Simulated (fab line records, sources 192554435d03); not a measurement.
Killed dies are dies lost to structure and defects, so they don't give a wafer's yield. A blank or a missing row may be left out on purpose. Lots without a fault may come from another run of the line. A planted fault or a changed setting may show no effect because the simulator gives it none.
Which tool did it? | flow n5_finfet | 24 lots, 72 wafers sampled, at 6 steps of a route of 1938

WHAT THE GAUGES READ, wafer by wafer
N5_BEOL_M7_OVL_MEAS_29. Usual: V6_OVL 0.3 nm, standard deviation 0.77.
lot  | measured     | on         | V6_OVL (nm)    | flag
L075 | day 9 13:56  | overlay-02 | 0.1 -0.1 1.5   |
L074 | day 9 20:32  | overlay-02 | -0.2 -0.7 0.0  |
L077 | day 10 08:58 | overlay-02 | 0.5 0.0 -0.4   |
L076 | day 10 09:08 | overlay-01 | 1.2 -0.1 0.3   |
L078 | day 10 19:49 | overlay-02 | 0.8 1.1 1.0    |
L079 | day 11 10:43 | overlay-01 | 1.0 1.2 1.5    |
L082 | day 11 23:16 | overlay-01 | 0.4 -0.7 1.5   |
L081 | day 12 01:26 | overlay-02 | 0.0 0.2 0.1    |
L080 | day 12 10:49 | overlay-01 | 0.2 0.9 1.4    |
L083 | day 12 10:59 | overlay-02 | -1.7 0.1 0.6   |
L084 | day 12 11:41 | overlay-01 | 0.3 0.3 0.9    |
L085 | day 12 12:50 | overlay-01 | 0.0 0.1 1.2    |
L086 | day 12 23:58 | overlay-01 | -1.0 0.1 -1.2  |
L088 | day 13 18:14 | overlay-01 | 1.1 1.0 0.7    |
L087 | day 13 21:28 | overlay-01 | -0.2 0.4 0.6   |
L091 | day 14 01:13 | overlay-01 | -0.8 0.1 0.9   |
L089 | day 14 06:51 | overlay-01 | -0.9 0.3 0.9   |
L092 | day 15 01:11 | overlay-01 | 1.4 0.2 0.7    |
L090 | day 15 03:06 | overlay-02 | -0.7 0.6 0.2   |
L093 | day 15 06:13 | overlay-02 | -0.3 -0.7 -0.1 |
L094 | day 16 09:02 | overlay-01 | -0.1 -0.7 0.9  |
L095 | day 16 09:05 | overlay-02 | -0.5 0.8 0.0   |
L096 | day 16 09:16 | overlay-02 | 0.6 0.2 2.2    |
L097 | day 16 12:11 | overlay-01 | 2.4 1.7 1.0    |

N5_BEOL_M8_THK_MEAS_01. Usual: M8_ILD_THK 154.3 nm, standard deviation 2.2.
lot  | measured     | on            | M8_ILD_THK (nm)   | flag
L075 | day 9 18:07  | film_metro-02 | 149.3 152.4 151.9 |
L074 | day 10 03:59 | film_metro-02 | 153.6 154.5 154.7 |
L077 | day 10 16:31 | film_metro-02 | 153.4 158.4 156.7 |
L076 | day 10 17:32 | film_metro-01 | 151.1 155.3 151.6 |
L078 | day 11 04:10 | film_metro-02 | 153.9 155.3 152.0 |
L079 | day 11 17:40 | film_metro-01 | 149.3 153.8 154.5 |
L082 | day 12 04:16 | film_metro-02 | 154.2 157.7 157.4 |
L081 | day 12 05:48 | film_metro-01 | 154.3 154.4 155.5 |
L080 | day 12 15:14 | film_metro-02 | 154.1 156.3 156.9 |
L083 | day 12 15:31 | film_metro-01 | 153.2 151.8 155.0 |
L084 | day 12 15:49 | film_metro-01 | 154.2 155.8 154.1 |
L085 | day 12 18:29 | film_metro-02 | 153.7 155.0 155.7 |
L086 | day 13 04:38 | film_metro-01 | 150.1 155.7 156.5 |
L088 | day 13 22:08 | film_metro-02 | 155.3 156.8 157.0 |
L087 | day 14 00:52 | film_metro-02 | 150.0 149.9 152.2 |
L091 | day 14 05:49 | film_metro-02 | 152.2 153.7 151.6 |
L089 | day 14 12:16 | film_metro-01 | 151.8 157.1 156.5 |
L092 | day 15 08:29 | film_metro-01 | 157.1 155.8 155.0 |
L090 | day 15 09:26 | film_metro-01 | 152.7 154.0 157.3 |
L093 | day 15 12:44 | film_metro-02 | 153.6 153.1 155.0 |
L094 | day 16 14:13 | film_metro-01 | 155.0 154.8 153.9 |
L095 | day 16 13:50 | film_metro-02 | 152.4 153.3 155.5 |
L096 | day 16 14:46 | film_metro-01 | 153.1 154.8 156.1 |
L097 | day 16 16:18 | film_metro-02 | 151.7 151.9 155.0 |

N5_BEOL_M9_CD_MEAS_11: target cd 64.1 nm. Usual: cd_nm 64.3 nm, standard deviation 0.55.
lot  | measured     | on        | cd_nm (nm)     | flag
L075 | day 10 04:44 | cd_sem-02 | 64.5 64.9 64.0 |
L074 | day 10 20:57 | cd_sem-03 | 65.0 65.1 64.5 |
L077 | day 11 05:05 | cd_sem-02 | 64.3 62.8 64.2 |
L076 | day 11 08:02 | cd_sem-01 | 64.3 64.6 64.9 |
L078 | day 11 14:02 | cd_sem-03 | 64.2 63.3 63.3 |
L079 | day 12 07:47 | cd_sem-01 | 65.0 64.9 64.8 |
L082 | day 12 12:03 | cd_sem-03 | 65.1 63.7 65.3 |
L081 | day 12 16:43 | cd_sem-01 | 64.6 64.6 64.9 |
L080 | day 13 01:28 | cd_sem-01 | 63.2 64.6 64.5 |
L083 | day 13 03:27 | cd_sem-01 | 64.1 63.7 63.8 |
L084 | day 13 04:11 | cd_sem-03 | 63.8 64.3 64.0 |
L085 | day 13 06:35 | cd_sem-01 | 63.6 64.0 64.0 |
L086 | day 13 11:41 | cd_sem-01 | 64.4 64.3 63.6 |
L088 | day 14 08:59 | cd_sem-03 | 64.5 64.3 64.4 |
L087 | day 14 15:13 | cd_sem-02 | 64.7 64.5 64.1 |
L091 | day 14 18:00 | cd_sem-02 | 64.4 64.3 64.5 |
L089 | day 15 00:43 | cd_sem-01 | 64.1 64.9 64.7 |
L092 | day 16 02:55 | cd_sem-02 | 64.3 63.4 63.0 |
L090 | day 15 20:10 | cd_sem-02 | 63.3 63.6 63.6 |
L093 | day 16 02:44 | cd_sem-02 | 64.5 63.9 63.2 |
L094 | day 16 22:07 | cd_sem-02 | 64.0 64.4 64.8 |
L095 | day 17 01:58 | cd_sem-03 | 64.7 64.7 64.4 |
L096 | day 17 00:52 | cd_sem-01 | 64.9 64.6 65.0 |
L097 | day 17 02:15 | cd_sem-01 | 64.6 64.7 65.5 |

WHICH TOOL RAN EACH LOT (tool, then ch and the chambers of the sampled wafers, then the start)
lot  | N5_BEOL_M7_ETCH_41                            | N5_BEOL_M8_TRENCH_ETCH_37                     | N5_BEOL_M9_HM_DEP_02
L075 | rie_diel-01 ch 0,1,2, day 9 18:07 or earlier  | rie_diel-06 ch 0,2,3, day 10 04:14 or earlier | pvd_sputter-01, day 10 04:14
L074 | rie_diel-03 ch 0,3, day 10 03:59 or earlier   | rie_diel-05 ch 1,2,3, day 10 20:35 or earlier | pvd_sputter-03, day 10 20:35
L077 | rie_diel-01 ch 0,3, day 10 16:31 or earlier   | rie_diel-05 ch 0,3, day 11 04:35 or earlier   | pvd_sputter-02, day 11 04:35
L076 | rie_diel-03 ch 1,2,3, day 10 17:32 or earlier | rie_diel-05 ch 0,1,2, day 11 07:40 or earlier | pvd_sputter-01, day 11 07:40
L078 | rie_diel-02 ch 0,2,3, day 11 04:10 or earlier | rie_diel-06 ch 0,1,2, day 11 13:40 or earlier | pvd_sputter-03, day 11 13:40
L079 | rie_diel-01 ch 0,1,3, day 11 17:40 or earlier | rie_diel-06 ch 0,1,3, day 12 07:17 or earlier | pvd_sputter-01, day 12 07:17
L082 | rie_diel-02 ch 0,3, day 12 04:16 or earlier   | rie_diel-06 ch 0,1,3, day 12 11:33 or earlier | pvd_sputter-02, day 12 11:33
L081 | rie_diel-02 ch 1,2, day 12 05:48 or earlier   | rie_diel-05 ch 0,2, day 12 16:21 or earlier   | pvd_sputter-03, day 12 16:21
L080 | rie_diel-01 ch 1,2, day 12 15:14 or earlier   | rie_diel-06 ch 2,3, day 13 01:05 or earlier   | pvd_sputter-03, day 13 01:05
L083 | rie_diel-02 ch 1,3, day 12 15:31 or earlier   | rie_diel-05 ch 0,2, day 13 02:57 or earlier   | pvd_sputter-02, day 13 02:57
L084 | rie_diel-01 ch 1,2,3, day 12 15:49 or earlier | rie_diel-04 ch 0,1, day 13 03:41 or earlier   | pvd_sputter-02, day 13 03:41
L085 | rie_diel-03 ch 2,3, day 12 18:29 or earlier   | rie_diel-04 ch 1,3, day 13 06:05 or earlier   | pvd_sputter-02, day 13 06:05
L086 | rie_diel-03 ch 1,2,3, day 13 04:38 or earlier | rie_diel-05 ch 0,1,2, day 13 11:19 or earlier | pvd_sputter-02, day 13 11:19
L088 | rie_diel-03 ch 0,1,3, day 13 22:08 or earlier | rie_diel-05 ch 0,1, day 14 08:30 or earlier   | pvd_sputter-01, day 14 08:30
L087 | rie_diel-01 ch 0,1, day 14 00:52 or earlier   | rie_diel-04 ch 0,1,3, day 14 14:50 or earlier | pvd_sputter-02, day 14 14:50
L091 | rie_diel-03 ch 0,1,2, day 14 05:49 or earlier | rie_diel-04 ch 0,2,3, day 14 17:30 or earlier | pvd_sputter-03, day 14 17:30
L089 | rie_diel-03 ch 0,3, day 14 12:16 or earlier   | rie_diel-05 ch 1,3, day 15 00:20 or earlier   | pvd_sputter-01, day 15 00:20
L092 | rie_diel-02 ch 1,2,3, day 15 08:29 or earlier | rie_diel-04 ch 0,2,3, day 16 02:32 or earlier | pvd_sputter-03, day 16 02:32
L090 | rie_diel-02 ch 1,2,3, day 15 09:26 or earlier | rie_diel-05 ch 0,1,2, day 15 19:48 or earlier | pvd_sputter-01, day 15 19:48
L093 | rie_diel-01 ch 1,2, day 15 12:44 or earlier   | rie_diel-06 ch 0,2,3, day 16 02:14 or earlier | pvd_sputter-03, day 16 02:14
L094 | rie_diel-02 ch 0,3, day 16 14:13 or earlier   | rie_diel-06 ch 1,2,3, day 16 21:44 or earlier | pvd_sputter-01, day 16 21:44
L095 | rie_diel-01 ch 0,2, day 16 13:50 or earlier   | rie_diel-04 ch 0,2, day 17 01:28 or earlier   | pvd_sputter-01, day 17 01:28
L096 | rie_diel-03 ch 0,3, day 16 14:46 or earlier   | rie_diel-04 ch 1,2, day 17 00:22 or earlier   | pvd_sputter-02, day 17 00:22
L097 | rie_diel-01 ch 0,2, day 16 16:18 or earlier   | rie_diel-06 ch 0,1,2, day 17 01:46 or earlier | pvd_sputter-01, day 17 01:46
- N5_BEOL_M7_ETCH_41: etches SiCN in CH3F/O2, target depth 31.9 nm, time 57.8 s.
- N5_BEOL_M8_TRENCH_ETCH_37: etches SiCOH lowk in C4F6/O2, target depth 93.478 nm, time 31.2 s.
- N5_BEOL_M9_HM_DEP_02: deposits TiN, target thk 20 nm.

WHAT THE TOOLS THEMSELVES READ (means of the sampled wafers that have a number; where no wafer has one, the mark that the record gives instead)
N5_BEOL_M7_ETCH_41. Usual: drypump_motor_current_A 5.6 A, standard deviation 0.33; oes_product_au 0.75 a.u., standard deviation 0.073; rf_vpp_V 297.7 V, standard deviation 1.4; showerhead_plenum_p_Torr 2.01 Torr, standard deviation 0.063; throttle_valve_pct 16.56 %, standard deviation 0.19.
lot  | tool        | drypump_motor_current_A (A) | oes_product_au (a.u.) | rf_vpp_V (V) | showerhead_plenum_p_Torr (Torr) | throttle_valve_pct (%) | flag
L075 | rie_diel-01 | 5.8                         | 0.72                  | 297.7        | 2.01                            | 16.61                  |
L074 | rie_diel-03 | 5.5                         | 0.72                  | 296.7        | 1.99                            | 16.63                  |
L077 | rie_diel-01 | 6.0                         | 0.72                  | 297.4        | 1.96                            | 16.54                  |
L076 | rie_diel-03 | 5.6                         | 0.80                  | 297.7        | 2.03                            | 16.55                  |
L078 | rie_diel-02 | 5.5                         | 0.83                  | 298.9        | 2.02                            | 16.39                  |
L079 | rie_diel-01 | 6.0                         | 0.72                  | 296.3        | 1.96                            | 16.56                  |
L082 | rie_diel-02 | 5.5                         | 0.86                  | 297.3        | 2.01                            | 16.15                  |
L081 | rie_diel-02 | 5.7                         | 0.70                  | 297.2        | 2.01                            | 16.66                  |
L080 | rie_diel-01 | 5.9                         | 0.72                  | 299.0        | 2.00                            | 16.65                  |
L083 | rie_diel-02 | 5.2                         | 0.84                  | 299.9        | 2.11                            | 16.51                  |
L084 | rie_diel-01 | 6.0                         | 0.71                  | 297.0        | 1.97                            | 16.58                  |
L085 | rie_diel-03 | 5.4                         | 0.73                  | 296.9        | 1.98                            | 16.67                  |
L086 | rie_diel-03 | 5.6                         | 0.78                  | 297.6        | 2.03                            | 16.58                  |
L088 | rie_diel-03 | 5.6                         | 0.77                  | 297.3        | 2.03                            | 16.54                  |
L087 | rie_diel-01 | 5.9                         | 0.71                  | 297.1        | 1.98                            | 16.66                  |
L091 | rie_diel-03 | 5.5                         | 0.78                  | 297.9        | 2.03                            | 16.51                  |
L089 | rie_diel-03 | 5.5                         | 0.71                  | 296.6        | 1.98                            | 16.68                  |
L092 | rie_diel-02 | 5.4                         | 0.75                  | 297.8        | 2.05                            | 16.63                  |
L090 | rie_diel-02 | 5.4                         | 0.75                  | 298.1        | 2.05                            | 16.63                  |
L093 | rie_diel-01 | 5.9                         | 0.70                  | 298.3        | 2.00                            | 16.70                  |
L094 | rie_diel-02 | 5.3                         | 0.85                  | 298.6        | 2.07                            | 16.37                  |
L095 | rie_diel-01 | 5.6                         | 0.69                  | 298.2        | 2.01                            | 16.73                  |
L096 | rie_diel-03 | 5.4                         | 0.71                  | 296.1        | 1.98                            | 16.63                  |
L097 | rie_diel-01 | 5.6                         | 0.68                  | 298.0        | 2.01                            | 16.73                  |

N5_BEOL_M8_TRENCH_ETCH_37. Usual: drypump_motor_current_A 5.74 A, standard deviation 0.25; oes_product_au 0.84 a.u., standard deviation 0.061; rf_vpp_V 668 V, standard deviation 13; showerhead_plenum_p_Torr 2.89 Torr, standard deviation 0.085; throttle_valve_pct 20.80 %, standard deviation 0.22.
lot  | tool        | drypump_motor_current_A (A) | oes_product_au (a.u.) | rf_vpp_V (V) | showerhead_plenum_p_Torr (Torr) | throttle_valve_pct (%) | flag
L075 | rie_diel-06 | 5.55                        | 0.90                  | 668          | 2.98                            | 20.69                  |
L074 | rie_diel-05 | 5.95                        | 0.88                  | 658          | 2.86                            | 20.81                  |
L077 | rie_diel-05 | 5.70                        | 0.81                  | 660          | 2.83                            | 20.71                  |
L076 | rie_diel-05 | 5.83                        | 0.82                  | 663          | 2.87                            | 20.71                  |
L078 | rie_diel-06 | 5.65                        | 0.83                  | 676          | 2.93                            | 20.80                  |
L079 | rie_diel-06 | 5.49                        | 0.86                  | 665          | 2.89                            | 20.74                  |
L082 | rie_diel-06 | 5.48                        | 0.86                  | 665          | 2.89                            | 20.75                  |
L081 | rie_diel-05 | 5.96                        | 0.79                  | 659          | 2.85                            | 20.97                  |
L080 | rie_diel-06 | 5.60                        | 0.85                  | 678          | 2.99                            | 20.63                  |
L083 | rie_diel-05 | 5.96                        | 0.78                  | 660          | 2.85                            | 20.96                  |
L084 | rie_diel-04 | 5.65                        | 0.92                  | 672          | 2.83                            | 20.66                  |
L085 | rie_diel-04 | 6.04                        | 0.85                  | 683          | 2.97                            | 20.93                  |
L086 | rie_diel-05 | 5.83                        | 0.80                  | 662          | 2.86                            | 20.75                  |
L088 | rie_diel-05 | 5.73                        | 0.80                  | 664          | 2.87                            | 20.54                  |
L087 | rie_diel-04 | 5.82                        | 0.87                  | 676          | 2.90                            | 20.80                  |
L091 | rie_diel-04 | 5.63                        | 0.91                  | 678          | 2.95                            | 20.87                  |
L089 | rie_diel-05 | 5.89                        | 0.83                  | 653          | 2.83                            | 20.81                  |
L092 | rie_diel-04 | 5.64                        | 0.89                  | 678          | 2.94                            | 20.89                  |
L090 | rie_diel-05 | 5.85                        | 0.77                  | 662          | 2.85                            | 20.78                  |
L093 | rie_diel-06 | 5.53                        | 0.82                  | 668          | 2.96                            | 20.77                  |
L094 | rie_diel-06 | 5.54                        | 0.81                  | 672          | 2.88                            | 20.74                  |
L095 | rie_diel-04 | 5.45                        | 0.91                  | 670          | 2.95                            | 20.91                  |
L096 | rie_diel-04 | 5.84                        | 0.87                  | 664          | 2.92                            | 20.90                  |
L097 | rie_diel-06 | 5.64                        | 0.78                  | 677          | 2.91                            | 20.87                  |

N5_BEOL_M9_HM_DEP_02. Usual: substrate_temp_c 24.98 C, standard deviation 0.11; throttle_valve_pct 30.8 %, standard deviation 0.94.
lot  | tool           | substrate_temp_c (C) | throttle_valve_pct (%) | flag
L075 | pvd_sputter-01 | 24.90                | 31.8                   |
L074 | pvd_sputter-03 | 25.02                | 30.1                   |
L077 | pvd_sputter-02 | 24.99                | 31.5                   |
L076 | pvd_sputter-01 | 24.92                | 30.6                   |
L078 | pvd_sputter-03 | 24.99                | 30.1                   |
L079 | pvd_sputter-01 | 25.01                | 30.8                   |
L082 | pvd_sputter-02 | 24.94                | 30.7                   |
L081 | pvd_sputter-03 | 25.02                | 30.8                   |
L080 | pvd_sputter-03 | 25.01                | 30.2                   |
L083 | pvd_sputter-02 | 25.03                | 31.3                   |
L084 | pvd_sputter-02 | 24.96                | 30.9                   |
L085 | pvd_sputter-02 | 24.96                | 30.9                   |
L086 | pvd_sputter-02 | 25.01                | 31.2                   |
L088 | pvd_sputter-01 | 25.01                | 31.2                   |
L087 | pvd_sputter-02 | 24.96                | 30.1                   |
L091 | pvd_sputter-03 | 24.92                | 30.6                   |
L089 | pvd_sputter-01 | 25.07                | 30.8                   |
L092 | pvd_sputter-03 | 24.90                | 30.8                   |
L090 | pvd_sputter-01 | 24.91                | 30.9                   |
L093 | pvd_sputter-03 | 24.99                | 30.3                   |
L094 | pvd_sputter-01 | 25.04                | 31.0                   |
L095 | pvd_sputter-01 | 24.92                | 30.0                   |
L096 | pvd_sputter-02 | 24.97                | 31.4                   |
L097 | pvd_sputter-01 | 25.08                | 31.0                   |

THE ANSWER, worked out from the rows above alone
Rule: a lot is off if the mean of its wafers that have a number lies more than 3 standard deviations from the usual mean. A lot without any number at a reading at which 4 lots or more have one is off too. The other lots that the step has rows for count as sound. The gauges are gone through in route order, then the tools' own readings, and for those a lot's mean is taken as printed above. The first step at which some lot is off is used, and at that step the reading that is off furthest; a lot without a number counts as furthest.
No lot is off at any reading shown: from this, nothing can be told.

WHAT THE SIMULATOR HAD PUT IN
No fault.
